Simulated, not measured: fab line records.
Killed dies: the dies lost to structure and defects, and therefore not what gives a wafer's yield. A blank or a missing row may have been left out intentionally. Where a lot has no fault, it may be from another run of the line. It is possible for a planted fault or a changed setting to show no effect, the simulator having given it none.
Problem report in the 8D (eight disciplines) form, filled by code || flow nand harc || the parts of the form that need people (team, actions taken, sign-off) are left out

== 1. THE ISSUE ==
Wafers without a fault read 62, standard deviation 22; killed at array at NHARC_END_SORT_01 reads a mean of 266 on 4 wafers belonging to 3 lots. Measured from the usual mean, that is +9.2 standard deviations.
First seen on wafer L193.2, day 28 06:41, on prober-01. The record has a number at this step for 9 wafers belonging to 3 lots. By rule, "out" or "out of limits" means more than 4 standard deviations away from the usual mean. All remaining wafers that have a number are taken as sound.

== 2. WHAT IT IS AND WHAT IT IS NOT ==
{"question": "which readings at this step", "is": "killed at array, killed dies", "is not": "killed at periphery, killed open, killed short"}
{"question": "which lots", "is": "L193, L195, L196", "is not": "-"}
{"question": "which wafers of those lots", "is": "L193.2, L193.6, L195.6, L196.2", "is not": "L193.5, L195.3, L195.5, L196.3, L196.5"}
{"question": "read on which gauges", "is": "prober-01, prober-02", "is not": "-"}
{"question": "when", "is": "from day 28 06:41", "is not": "up to then (0 sound wafers); but 5 sound wafers of L193, L195, L196 came after"}

== 3. THE SUSPECTS, EACH WITH WHAT RULES IT OUT ==
Counting: if a tool at a process step up to the reading ran every lot that is out, it stays a suspect. Sound lots after the first of them don't rule it out here, since some wafers of a struck lot are sound.
- the gauge at NHARC_END_SORT_01 is ruled out. The wafers that are out were read on 2 gauges (prober-01, prober-02).
- rie diel-01 at NHARC_A_STAIRCASE_TRIM_14 (chemistry O2, time 211.2 s): kept. It ran every lot that is out, first L193 (day 19 16:40). NHARC_A_STAIRCASE_TRIM_14: start missing for some lots; hours and lot order therefore follow NHARC_A_STAIRCASE_TRIM_18.
- rie diel-01 at NHARC_A_STAIRCASE_TRIM_18 (chemistry O2, time 211.2 s): kept. It ran every lot that is out, first L193 (day 19 16:40). On those wafers its own readings are out: oes product au.
After counting, rie diel-01 at NHARC_A_STAIRCASE_TRIM_14 and rie diel-01 at NHARC_A_STAIRCASE_TRIM_18 remain.

== 4. THE CAUSE (what the simulator had put in) ==
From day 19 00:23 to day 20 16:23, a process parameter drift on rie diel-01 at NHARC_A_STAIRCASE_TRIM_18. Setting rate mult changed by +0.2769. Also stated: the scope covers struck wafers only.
2 suspects survive the count, and this tool is in that group.

== 5. THE EFFECT CHAIN, in route order ==
Each row: a reading whose mean over the struck wafers that have a number lies more than 3 standard deviations from the usual. Only readings whose record carries a usual standard deviation are examined. hours: median over the lots of the time between each lot's start at the first step of this table that gives one and its start at this step. sigmas: the change, counted in usual standard deviations.
{"hours": 0, "step": "NHARC_A_STAIRCASE_TRIM_18", "reading": "oes product au", "usual": "1.002 a.u.", "on struck wafers": 1.181, "change": "+0.179", "sigmas": "+18"}
{"hours": 207, "step": "NHARC_END_SORT_01", "reading": "killed at array", "usual": 62, "on struck wafers": 266, "change": "+204", "sigmas": "+9.2"}
{"hours": 207, "step": "NHARC_END_SORT_01", "reading": "killed dies", "usual": 67, "on struck wafers": 268, "change": "+201", "sigmas": "+8.7"}
Its process steps:
- NHARC_A_STAIRCASE_TRIM_18: chemistry O2, time 211.2 s.

== 6. WHAT WOULD HAVE CAUGHT IT SOONER ==
In this record the first reading out of limits at a measuring or inspecting step was taken at day 28 06:41, 222 hours after the fault began at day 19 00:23.
Tool's own readings at NHARC_A_STAIRCASE_TRIM_18, oes product au: out on all struck wafers the step has rows for; an alarm limit on them would have tripped on the first.
Each of the lots that are out, 3 in all, had begun NHARC_A_STAIRCASE_TRIM_18 on rie diel-01 no later than day 28 06:41. None of them would have been spared by holding the tool at that moment.
